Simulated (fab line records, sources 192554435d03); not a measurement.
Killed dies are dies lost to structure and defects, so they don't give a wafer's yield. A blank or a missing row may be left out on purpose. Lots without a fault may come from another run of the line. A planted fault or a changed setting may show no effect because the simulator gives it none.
A struck lot beside a sound one | flow n5_finfet | 15 steps out of a route of 1938
Sound: wafers L773.4, L773.5, L773.6. Struck: wafers L785.3, L785.6. The cause comes at the end.
At each step with rows: each side's tool, then ch and its chambers, then its first start. Under that, the readings that differ: sound wafers | struck wafers | difference of the means | sigmas: that difference in standard deviations of wafers without a fault.
alike: readings whose means differ by less than 2 such deviations, and words and numbers that are the same on both sides. not compared: withheld readings, readings that some wafer has no value for, bounds like >300 that may hide the same value, and numbers for which the record gives no deviation and whose values overlap.
The two part at a step that has a row with sigmas, a row that says differs or no value, or rows on one side only. Numbers that don't overlap but have no deviation are shown without sigmas and don't part them. A reading that every wafer of one side lacks parts them only if that side has two wafers or more.

first, 3 steps without rows for these wafers: N5_SDB_PRECLEAN_38 (cleans in dHF, time 10 s); N5_SDB_PRECLEAN_39 (cleans in O3/DIW, time 45 s); N5_SDB_SRD_28 (time 30 s).
N5_SDB_ALD_29: deposits SiNx, target thk 30 nm, pulse time 1 s, ald cycles 600.
  sound on ald_sin-04 ch 1,2,3, day 3 19:40; struck on ald_sin-04 ch 0, day 6 23:19
  alike: heater_power_w, precursor_pulse_height_rel
N5_SDB_CMP_30: polishes, stops on poly-Si, t overpolish 1.54 s, target thk 30 nm.
  sound on cmp-02 ch 1,2, day 3 22:27; struck on cmp-03 ch 0,2, day 7 02:10
  alike: motor_current_A, overpolish_run_s, slurry_flow_ml_min, time_to_endpoint_s
N5_SDB_THK_MEAS_31:
  sound on film_metro-01, day 3 22:42; struck on film_metro-01, day 7 02:22
  alike: SDB_THK
N5_SDB_INSPECT_36: inspects for defects (darkfield).
  sound on defect_inspect-02, day 3 22:44; struck on defect_inspect-01, day 7 02:23
  alike: raw_defect_count
N5_DUMMY_REMOVAL_HM_STRIP_01: strips SiNx in CH3F/O2, stops on poly-Si, target depth 4 nm, time 6.8 s.
  sound on rie_diel-01 ch 0,2,3, day 3 23:11; struck on rie_diel-01 ch 0,3, day 7 02:29
  alike: drypump_motor_current_A, oes_product_au, rf_vpp_V, showerhead_plenum_p_Torr, throttle_valve_pct
  not compared: rf_hours_counter_h
N5_DUMMY_REMOVAL_STRIP_10: strips in N2/H2, time 40 s.
  sound on rie_diel-01 ch 0,2,3, day 3 23:13; struck on rie_diel-01 ch 0,3, day 7 02:31
  alike: drypump_motor_current_A, n2_flow_sccm, oes_product_au, rf_vpp_V, showerhead_plenum_p_Torr, throttle_valve_pct
  not compared: rf_hours_counter_h
then, 2 steps without rows for these wafers: N5_DUMMY_REMOVAL_PRECLEAN_07 (cleans in dHF, time 30 s); N5_DUMMY_REMOVAL_DUMMY_REMOVE_02 (chemistry TMAH, target poly-Si, stops on SiO2, target depth 142 nm, time 57 s, rinse time 30 s).
N5_DUMMY_REMOVAL_INSPECT_06: inspects for defects (brightfield).
  sound on defect_inspect-01, day 3 23:23; struck on defect_inspect-01, day 7 02:41
  alike: raw_defect_count
N5_DUMMY_REMOVAL_PRECLEAN_08: cleans in NF3:NH3, afs cycles 2, time 20 s, sublimation time 60 s.
  sound on remote_plasma-01 ch 0, day 3 23:31; struck on remote_plasma-01 ch 0, day 7 02:46
  reading    | sound             | struck      | difference | sigmas
  temp_c (C) | 30.09 30.14 30.12 | 29.44 29.55 | -0.62      | -5
  alike: pressure_torr
then, 1 step without rows for these wafers: N5_DUMMY_REMOVAL_PRECLEAN_04 (cleans in DHF, time 37 s).
-- the record jumps here: 4 days lie between the struck wafers' starts before and after (it left off in module DUMMY_REMOVAL and takes up again in module BEOL_M4, whose first step shown is number 1111 of the route) --
N5_BEOL_M4_RC_MEAS_101:
  sound on prober-02 ch 0, day 8 13:20; struck on prober-01 ch 0, day 11 09:28
  reading       | sound          | struck    | difference | sigmas
  SS_P (mV/dec) | 72.4 72.5 72.5 | 74.4 73.0 | +1.2       | +2
  alike: DIBL_N, DIBL_P, IOFF_N, IOFF_P, ION_N, ION_P, SS_N, VT_N, VT_P

WHERE THEY PART
First at N5_DUMMY_REMOVAL_PRECLEAN_08; last, within this record, at N5_BEOL_M4_RC_MEAS_101.

WHY: what the simulator had put in
Process parameter drift: remote_plasma-01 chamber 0, from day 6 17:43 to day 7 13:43, at N5_DUMMY_REMOVAL_PRECLEAN_08. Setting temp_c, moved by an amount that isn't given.
